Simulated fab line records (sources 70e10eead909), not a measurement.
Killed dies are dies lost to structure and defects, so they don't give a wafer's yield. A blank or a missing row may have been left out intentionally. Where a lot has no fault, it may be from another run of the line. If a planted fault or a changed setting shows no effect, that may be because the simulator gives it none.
fab line records    flow nand_harc
record lots=6  wafers=18  last_day=24
route steps=1159 shown A_CONTACT@908 END@1159
lots with no fault: from the same line, run without faults
start_h: the number of hours between the record's first day and the start of the first shown wafer of the lot    wait_h: how many hours have passed since the lot's step before this one    " same as the row above    L1.1+2: several wafers, shown together as one row    - either no value or no given start    * or withheld: withheld    < > ~ a bound
route shown NAME@n: NAME is a module with steps in the file, n the number in the route of the first one    usual: mean and standard deviation over wafers with no fault    same: alike in all rows    chamber/n: place in a boat    sites: readings site by site    _std_site: the values' standard deviation    _edge_site: the outer-site mean with the inner-site mean subtracted    radius_mm: for every site, how far away it sits from the centre of the wafer    mask NAME#n: copy n    behind: tool/chamber where the wafer was last shaped    hold: cause of the lot's hold/its duration in hours/its outcome    device: names the non-switching transistor (n, p or np)    end of line: at the end of the route, the tests of the same wafers    a step given without rows: its recipe and nothing more    killed: dies lost to structure and defects at the first sort, not the wafer's yield    map: dies across one wafer; x = killed, . = not, _ = none there
set.NAME: the setting the step ran with; set.NAME@STEP: the setting that earlier step ran with    model.NAME: the simulator's own value behind a step, which no gauge read
a table for each step, a row for each wafer; lots at some steps of the route
services: a tool's chamber out of use, with start hour (start_h, from the record's first day; less than 0 if before it), hours out, and reason
## steps
# step NHARC_A_CONTACT_ETCH_128
# recipe source_w=withheld  pressure_mtorr=20  bias_v=1200  time_s=155  target_depth_a=9560  ar_flow_sccm=withheld  c4f8_flow_sccm=withheld  o2_flow_sccm=withheld  chemistry=C4F8/O2/Ar
# step NHARC_A_CONTACT_ETCH_129
# recipe source_w=withheld  pressure_mtorr=20  bias_v=1200  time_s=155  target_depth_a=9560  ar_flow_sccm=withheld  c4f8_flow_sccm=withheld  o2_flow_sccm=withheld  chemistry=C4F8/O2/Ar
# step NHARC_A_CONTACT_ETCH_130
# recipe source_w=withheld  pressure_mtorr=20  bias_v=1200  time_s=155  target_depth_a=9560  ar_flow_sccm=withheld  c4f8_flow_sccm=withheld  o2_flow_sccm=withheld  chemistry=C4F8/O2/Ar
# step NHARC_A_CONTACT_ETCH_131
# recipe source_w=withheld  pressure_mtorr=20  bias_v=1200  time_s=155  target_depth_a=9560  ar_flow_sccm=withheld  c4f8_flow_sccm=withheld  o2_flow_sccm=withheld  chemistry=C4F8/O2/Ar
# usual chamber_pressure_mTorr=19.997/0.021  oes_air_line_au=0.996/0.021
lot.wafer  tool             chamber  start_h  wait_h  chamber_pressure_mTorr  oes_air_line_au  rf_hours_counter_h
L103.1     har_cap_etch-02  0        391.75   0.1     19.995                  1.039            11
L103.3     "                1        "        "       19.970                  0.987            -
L103.6     "                0        "        "       19.997                  1.025            -
L108.1     har_cap_etch-02  1        435.11   0.1     19.995                  0.980            19
L108.3     "                1        "        "       19.971                  0.945            -
L108.5     "                1        "        "       20.009                  0.977            -
L109.1     har_cap_etch-03  1        435.64   0.1     20.018                  0.979            93
L109.3     "                1        "        "       19.978                  0.989            -
L109.5     "                1        "        "       20.024                  1.038            -
L116.4     har_cap_etch-02  0        472.29   0.1     19.982                  0.973            -
L116.6     "                1        "        "       20.010                  1.011            -
L116.5     "                0        "        "       19.986                  0.969            -
L115.1     har_cap_etch-01  1        473.93   0.1     20.012                  1.025            76
L115.2     "                0        "        "       20.003                  1.017            76
L115.5     "                0        "        "       19.996                  0.992            -
L122.3     har_cap_etch-02  1        513.18   0.1     19.995                  0.980            -
L122.5     "                0        "        "       19.964                  1.002            -
L122.6     "                1        "        "       19.992                  1.015            -
# step NHARC_A_CONTACT_ETCH_132
# recipe source_w=withheld  pressure_mtorr=20  bias_v=1200  time_s=156  target_depth_a=9580  ar_flow_sccm=withheld  c4f8_flow_sccm=withheld  o2_flow_sccm=withheld  chemistry=C4F8/O2/Ar
# step NHARC_A_CONTACT_ETCH_133
# recipe source_w=withheld  pressure_mtorr=20  bias_v=400  time_s=195  target_depth_a=8400  ar_flow_sccm=withheld  c4f8_flow_sccm=11.5  o2_flow_sccm=7.2  chemistry=C4F8/O2/Ar
# usual chamber_pressure_mTorr=20.001/0.019  oes_air_line_au=0.998/0.019
lot.wafer  tool             chamber  start_h  wait_h  chamber_pressure_mTorr  oes_air_line_au  rf_hours_counter_h
L103.1     har_cap_etch-02  0        392.06   0.1     20.023                  0.988            11
L103.3     "                1        "        "       20.001                  1.022            -
L103.6     "                0        "        "       20.000                  0.987            -
L108.1     har_cap_etch-02  1        435.39   0.1     20.014                  1.026            19
L108.3     "                1        "        "       19.971                  0.969            -
L108.5     "                1        "        "       20.015                  0.996            -
L109.1     har_cap_etch-03  1        435.95   0.1     19.986                  0.990            94
L109.3     "                1        "        "       20.007                  0.991            -
L109.5     "                1        "        "       20.025                  0.986            -
L116.4     har_cap_etch-02  0        472.63   0.2     20.012                  1.001            -
L116.6     "                1        "        "       19.978                  0.983            -
L116.5     "                0        "        "       19.968                  0.978            -
L115.1     har_cap_etch-01  1        474.22   0.1     20.023                  0.991            76
L115.2     "                0        "        "       19.981                  1.045            76
L115.5     "                0        "        "       20.032                  0.991            -
L122.3     har_cap_etch-02  1        513.53   0.2     19.983                  0.982            -
L122.5     "                0        "        "       20.003                  1.025            -
L122.6     "                1        "        "       20.003                  1.022            -
# step NHARC_A_CONTACT_ETCH_91
# recipe target_depth_a=400  over_etch_frac=0.5  time_s=85.7  ion_energy_ev=120  ch3f_flow_sccm=50  o2_flow_sccm=30  ar_flow_sccm=200  rf_w=500  bias_w=100  chemistry=CH3F/O2
# usual bias_w=100.01/0.27  ch3f_flow_sccm=50.01/0.15  drypump_motor_current_A=5.7/0.47  oes_product_au=0.94/0.033  rf_fwd_power_W=496.2/2.1  rf_vpp_V=244.9/2  showerhead_plenum_p_Torr=2.49/0.12  throttle_valve_pct=20.663/0.0099
lot.wafer  tool         chamber  start_h  wait_h  bias_w  ch3f_flow_sccm  drypump_motor_current_A  oes_product_au  rf_fwd_power_W  rf_hours_counter_h  rf_vpp_V  showerhead_plenum_p_Torr  throttle_valve_pct
L103.3     rie_diel-06  1        392.58   0.4     99.86   49.96           5.4                      0.92            494.5           26                  245.3     2.47                      20.647
L103.1     "            0        "        "       100.08  50.30           5.5                      0.92            494.7           28                  241.5     2.27                      20.671
L103.6     "            2        "        "       100.33  50.22           5.3                      0.93            495.1           -                   247.1     2.61                      20.675
L108.3     rie_diel-06  1        435.98   0.5     100.01  50.14           5.4                      0.91            497.6           2                   243.2     2.46                      20.681
L108.1     "            3        "        "       99.91   49.73           6.4                      0.91            498.1           2                   243.4     2.43                      20.651
L108.5     "            1        "        "       100.20  50.09           5.4                      0.92            499.2           -                   245.6     2.46                      20.653
L109.1     rie_diel-06  2        436.48   0.5     100.54  49.98           5.3                      0.93            495.0           2                   246.4     2.61                      20.640
L109.3     "            3        "        "       99.86   49.76           6.4                      0.92            497.6           2                   244.5     2.43                      20.654
L109.5     "            1        "        "       99.93   50.14           5.4                      0.92            499.5           -                   245.4     2.46                      20.655
L116.4     rie_diel-06  2        473.08   0.4     100.10  49.95           5.3                      0.93            492.7           11                  248.2     2.61                      20.650
L116.6     "            1        "        "       100.19  50.09           5.4                      0.93            494.5           -                   244.8     2.46                      20.666
L116.5     "            2        "        "       99.42   49.73           5.3                      0.92            496.1           -                   246.0     2.61                      20.672
L115.1     rie_diel-06  3        474.79   0.5     100.17  49.96           6.4                      0.92            497.9           12                  244.7     2.42                      20.679
L115.2     "            2        "        "       100.07  50.11           5.3                      0.93            494.6           12                  247.3     2.61                      20.671
L115.5     "            0        "        "       99.73   50.27           5.5                      0.92            497.9           -                   246.9     2.66                      20.659
L122.3     rie_diel-11  0        514.00   0.4     99.92   50.03           6.5                      0.90            494.5           55                  246.7     2.61                      20.656
L122.5     "            2        "        "       100.25  49.75           5.9                      0.93            494.5           -                   247.6     2.61                      20.647
L122.6     "            0        "        "       99.74   49.78           6.5                      0.92            497.6           -                   247.7     2.61                      20.651
# step NHARC_A_CONTACT_ETCH_97
# recipe target_depth_a=200  over_etch_frac=0.5  time_s=10  ion_energy_ev=250  c4f6_flow_sccm=25  o2_flow_sccm=20  ar_flow_sccm=500  rf_w=600  bias_w=500  chemistry=C4F6/O2
# usual bias_w=500.2/1.3  c4f6_flow_sccm=25.01/0.073  drypump_motor_current_A=5.7/0.47  oes_product_au=0.962/0.024  rf_fwd_power_W=586.6/2.8  rf_vpp_V=548/3.6  showerhead_plenum_p_Torr=3.97/0.18  throttle_valve_pct=26.904/0.0099
lot.wafer  tool         chamber  start_h  wait_h  bias_w  c4f6_flow_sccm  drypump_motor_current_A  oes_product_au  rf_fwd_power_W  rf_hours_counter_h  rf_vpp_V  showerhead_plenum_p_Torr  throttle_valve_pct
L103.1     rie_diel-06  3        -        -       500.3   24.93           6.4                      0.920           593.0           28                  547       3.88                      26.899
L103.3     "            1        "        "       501.2   24.97           5.4                      0.939           590.2           26                  547       3.94                      26.898
L103.6     "            0        "        "       498.8   24.97           5.5                      0.942           583.9           -                   540       3.64                      26.895
L108.1     rie_diel-06  0        -        -       500.7   24.95           5.5                      0.950           583.1           2                   553       4.23                      26.914
L108.3     "            3        "        "       501.2   25.09           6.4                      0.959           590.7           2                   546       3.88                      26.895
L108.5     "            1        "        "       498.9   25.06           5.4                      0.949           589.5           -                   547       3.93                      26.912
L109.1     rie_diel-06  1        -        -       500.2   25.00           5.5                      0.948           587.5           2                   547       3.93                      26.923
L109.3     "            2        "        "       499.7   25.10           5.3                      0.962           584.3           2                   553       4.15                      26.908
L109.5     "            2        "        "       500.1   25.02           5.4                      0.960           581.4           -                   552       4.15                      26.901
L116.4     rie_diel-06  1        -        -       499.4   25.12           5.5                      0.951           584.3           12                  547       3.93                      26.886
L116.6     "            3        "        "       500.7   24.97           6.4                      0.941           588.1           -                   546       3.87                      26.876
L116.5     "            0        "        "       500.9   24.95           5.5                      0.948           587.1           -                   553       4.22                      26.914
L115.1     rie_diel-06  3        -        -       498.3   24.92           6.4                      0.956           590.4           12                  547       3.87                      26.908
L115.2     "            0        "        "       500.4   24.95           5.5                      0.953           582.3           11                  552       4.22                      26.918
L115.5     "            2        "        "       499.5   25.01           5.3                      0.959           585.4           -                   551       4.15                      26.913
L122.3     rie_diel-11  2        514.19   0.2     499.9   24.90           5.9                      0.972           583.5           54                  552       4.16                      26.909
L122.5     "            1        "        "       500.5   25.13           5.9                      0.974           583.1           -                   543       3.68                      26.917
L122.6     "            0        "        "       500.6   24.96           6.6                      0.952           586.3           -                   551       4.15                      26.910
# step NHARC_A_CONTACT_CD_MEAS_80
# usual cd_nm=189.7/0.76
lot.wafer  tool       chamber  start_h  wait_h  cd_nm
L103.1     cd_sem-02  -        392.79   -       188.5
L103.3     "          -        "        "       189.2
L103.6     "          -        "        "       188.6
L108.1     cd_sem-02  -        436.18   -       191.1
L108.3     "          -        "        "       190.8
L108.5     "          -        "        "       190.3
L109.1     cd_sem-03  -        436.68   -       189.2
L109.3     "          -        "        "       189.9
L109.5     "          -        "        "       189.1
L116.4     cd_sem-03  -        473.29   -       187.5
L116.5     "          -        "        "       187.7
L116.6     "          -        "        "       187.1
L115.1     cd_sem-02  -        475.00   -       189.9
L115.2     "          -        "        "       189.3
L115.5     "          -        "        "       189.4
L122.3     cd_sem-03  -        514.28   -       189.9
L122.5     "          -        "        "       190.0
L122.6     "          -        "        "       190.2
# step NHARC_A_CONTACT_STRIP_103
# recipe n2_flow_sccm=150  h2_flow_sccm=150  ar_flow_sccm=0  bias_w=0  chemistry=N2/H2
# step NHARC_A_CONTACT_STRIP_104
# recipe cf4_flow_sccm=100  chf3_flow_sccm=30  ar_flow_sccm=0  bias_w=0  chemistry=CF4/CHF3
# step NHARC_A_CONTACT_STRIP_105
# recipe o2_flow_sccm=400  cos_flow_sccm=20  ar_flow_sccm=0  bias_w=0  chemistry=O2/COS
# step NHARC_A_CONTACT_ETCH_106
# recipe target_depth_a=600  overetch_a=60  time_s=33  ion_energy_ev=100  cf4_flow_sccm=80  o2_flow_sccm=20  ar_flow_sccm=0  rf_w=300  bias_w=100  chemistry=CF4/O2
# usual bias_w=100.0/0.34  cf4_flow_sccm=80.03/0.23  drypump_motor_current_A=5.7/0.48  oes_o_777_au=1.000/0.0045  oes_product_au=0.998/0.0091  rf_fwd_power_W=295.6/1.6  rf_vpp_V=197.9/1.6  showerhead_plenum_p_Torr=1.35/0.067  throttle_valve_pct=13.396/0.0092
lot.wafer  tool         chamber  start_h  wait_h  bias_w  cf4_flow_sccm  drypump_motor_current_A  oes_o_777_au  oes_product_au  rf_fwd_power_W  rf_hours_counter_h  rf_vpp_V  showerhead_plenum_p_Torr  throttle_valve_pct
L103.3     rie_diel-11  0        393.13   0.1     99.9    80.09          6.5                      1.002         0.989           296.3           7                   199.6     1.43                      13.411
L103.1     "            3        "        "       100.7   79.75          5.5                      0.995         1.003           299.0           7                   198.0     1.36                      13.388
L103.6     "            0        "        "       100.0   80.00          6.5                      0.992         0.983           295.0           -                   200.3     1.43                      13.405
L108.3     rie_diel-11  1        436.71   0.1     -       -              -                        -             -               -               -                   -         -                         -
L108.1     "            3        "        "       -       -              -                        -             -               -               -                   -         -                         -
L108.5     "            0        "        "       -       -              -                        -             -               -               -                   -         -                         -
L109.3     rie_diel-06  0        436.98   0.1     -       -              -                        -             -               -               -                   -         -                         -
L109.1     "            1        "        "       -       -              -                        -             -               -               -                   -         -                         -
L109.5     "            3        "        "       -       -              -                        -             -               -               -                   -         -                         -
L116.4     rie_diel-09  0        473.58   0.1     100.4   80.19          5.5                      1.004         1.004           293.5           12                  197.9     1.29                      13.399
L116.5     "            2        "        "       99.5    79.94          5.5                      1.003         0.991           295.5           -                   197.7     1.32                      13.386
L116.6     "            3        "        "       100.3   79.76          5.7                      1.009         1.003           296.2           -                   196.6     1.24                      13.397
L115.2     rie_diel-06  0        475.29   0.1     100.1   79.92          5.5                      1.001         0.995           292.5           11                  199.8     1.44                      13.406
L115.1     "            2        "        "       99.6    80.41          5.3                      0.998         1.006           293.3           12                  199.8     1.42                      13.395
L115.5     "            1        "        "       100.2   80.07          5.4                      1.006         0.996           296.5           -                   197.2     1.34                      13.401
L122.3     rie_diel-09  3        514.58   0.1     100.3   79.91          5.7                      1.002         1.009           294.9           21                  196.9     1.24                      13.398
L122.6     "            2        "        "       99.9    80.42          5.5                      0.996         0.987           297.6           -                   197.4     1.32                      13.399
L122.5     "            3        "        "       100.7   79.93          5.7                      0.997         1.007           295.2           -                   195.5     1.24                      13.392
# step NHARC_A_CONTACT_STRIP_82
# recipe o2_flow_sccm=500  ar_flow_sccm=0  bias_w=0  chemistry=O2
# usual drypump_motor_current_A=5.7/0.47  oes_product_au=0.999/0.0082  rf_vpp_V=57.9/1  showerhead_plenum_p_Torr=3.57/0.17  throttle_valve_pct=17.036/0.01
lot.wafer  tool         chamber  start_h  wait_h  drypump_motor_current_A  oes_product_au  rf_hours_counter_h  rf_vpp_V  showerhead_plenum_p_Torr  throttle_valve_pct
L103.3     rie_diel-11  3        -        -       5.5                      0.997           7                   57.4      3.60                      17.037
L103.1     "            0        "        "       6.5                      0.988           8                   59.1      3.77                      17.024
L103.6     "            3        "        "       5.5                      1.001           -                   59.0      3.60                      17.022
L108.1     rie_diel-11  1        436.80   0.1     5.9                      1.001           23                  56.5      3.32                      17.020
L108.3     "            3        "        "       5.5                      1.001           26                  57.8      3.59                      17.044
L108.5     "            0        "        "       6.5                      0.985           -                   58.9      3.76                      17.052
L109.3     rie_diel-06  3        437.10   0.1     6.4                      0.995           2                   57.0      3.49                      17.033
L109.1     "            0        "        "       5.5                      1.005           2                   57.9      3.81                      17.041
L109.5     "            2        "        "       5.3                      1.010           -                   58.1      3.74                      17.027
L116.4     rie_diel-09  2        -        -       5.5                      0.992           11                  56.6      3.49                      17.035
L116.5     "            3        "        "       5.7                      1.016           -                   57.0      3.30                      17.024
L116.6     "            0        "        "       5.5                      0.994           -                   56.5      3.43                      17.045
L115.1     rie_diel-06  3        -        -       6.4                      1.001           12                  58.4      3.48                      17.047
L115.2     "            0        "        "       5.5                      1.009           11                  59.1      3.80                      17.038
L115.5     "            0        "        "       5.4                      1.014           -                   57.5      3.80                      17.053
L122.3     rie_diel-09  0        -        -       5.5                      0.997           22                  58.5      3.42                      17.026
L122.5     "            0        "        "       5.5                      1.002           -                   58.0      3.42                      17.045
L122.6     "            1        "        "       4.8                      1.000           -                   58.7      3.62                      17.037
# step NHARC_END_SORT_01
# recipe temp_c=25
# usual killed_at_array=29/11  killed_at_other=0.7/1.1  killed_at_periphery=2.9/2.2  killed_dies=33/11  killed_open=3.1/1.8  killed_short=1.9/1.4
# same gross_dies=677
lot.wafer  tool       chamber  start_h  wait_h  killed_at_array  killed_at_other  killed_at_periphery  killed_dies  killed_open  killed_short
L116.4     prober-02  0        536.58   3.4     26               0                1                    27           5            5
L116.5     prober-02  0        537.39   3.7     20               1                0                    21           1            2
L116.6     prober-02  0        538.20   4.0     22               1                2                    25           2            3
# killed by level:class
L116.4 A_SLIT:chamber_film_flake=6 A_CONTACT:chamber_film_flake=4 A_CHANNEL_HOLE_D1:chamber_film_flake=3 A_STAIRCASE:chamber_film_flake=3 A_ONON_D1:geometric_particle:short=2 A_SOURCE_PLATE:geometric_particle:short=1 A_ONON_D1:geometric_particle:open=1 A_CHANNEL_FILL_D1:geometric_particle:short=1
L116.5 A_CHANNEL_HOLE_D1:chamber_film_flake=7 A_SLIT:chamber_film_flake=6 A_STAIRCASE:chamber_film_flake=2 A_CONTACT:chamber_film_flake=2 A_CHANNEL_FILL_D1:geometric_particle:short=1 A_STAIRCASE:geometric_particle:short=1 A_M1:geometric_particle:open=1 THIN_TSV:chamber_film_flake=1
L116.6 A_CHANNEL_HOLE_D1:chamber_film_flake=7 A_SLIT:chamber_film_flake=6 A_SOURCE_PLATE:geometric_particle:short=3 A_CONTACT:chamber_film_flake=3 A_STAIRCASE:chamber_film_flake=2 P_M0:geometric_particle:open=1 A_CONTACT:geometric_particle:open=1 P_STI:chamber_film_flake=1
## services
tool         chamber  start_h  hours  kind
rie_diel-06  0        372.82   -      clean
rie_diel-06  1        372.82   -      clean
rie_diel-06  2        372.82   -      clean
rie_diel-06  3        372.82   -      clean
rie_diel-06  0        397.32   -      clean
rie_diel-06  1        397.32   -      clean
rie_diel-06  2        397.32   -      clean
rie_diel-06  3        397.32   -      clean
rie_diel-09  2        401.76   4.6    repair
rie_diel-09  0        414.73   17.9   repair
rie_diel-11  0        415.66   3.6    repair
rie_diel-06  -        418.20   9.0    pm
rie_diel-06  0        418.20   9.0    vent_cycle
rie_diel-06  1        418.20   9.0    vent_cycle
rie_diel-06  2        418.20   9.0    vent_cycle
rie_diel-06  3        418.20   9.0    vent_cycle
rie_diel-06  0        427.20   -      clean
rie_diel-06  0        427.20   -      consumable_replace:showerhead
rie_diel-06  3        430.53   1.5    repair
rie_diel-09  -        431.22   9.0    pm
rie_diel-06  0        443.98   8.6    repair
rie_diel-06  2        502.43   5.0    repair
rie_diel-11  3        506.89   14.9   repair
rie_diel-06  0        508.47   4.6    repair
## key
first_sign step=NHARC_A_CONTACT_ETCH_106  reading=tool_record  direction=missing
effect none on later readings
met_at NHARC_A_CONTACT_ETCH_106
struck_wafers L108.1,L108.3,L108.5,L109.1,L109.3,L109.5
tester_left_out L108,L109
onset_between 393.13 436.71
fault kind=skipped_step_whole  tool=rie_diel-06,rie_diel-11  chamber=-  onset_h=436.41  steps=NHARC_A_CONTACT_ETCH_106  scope=struck_lots_only
# tester_left_out: of these lots the tester's yield and bins aren't shown, on N5 and GAA mostly nor the transistor test; their killed dies are dies lost to structure and defects alone, not to doping, threshold or leakage, so they don't give the yield
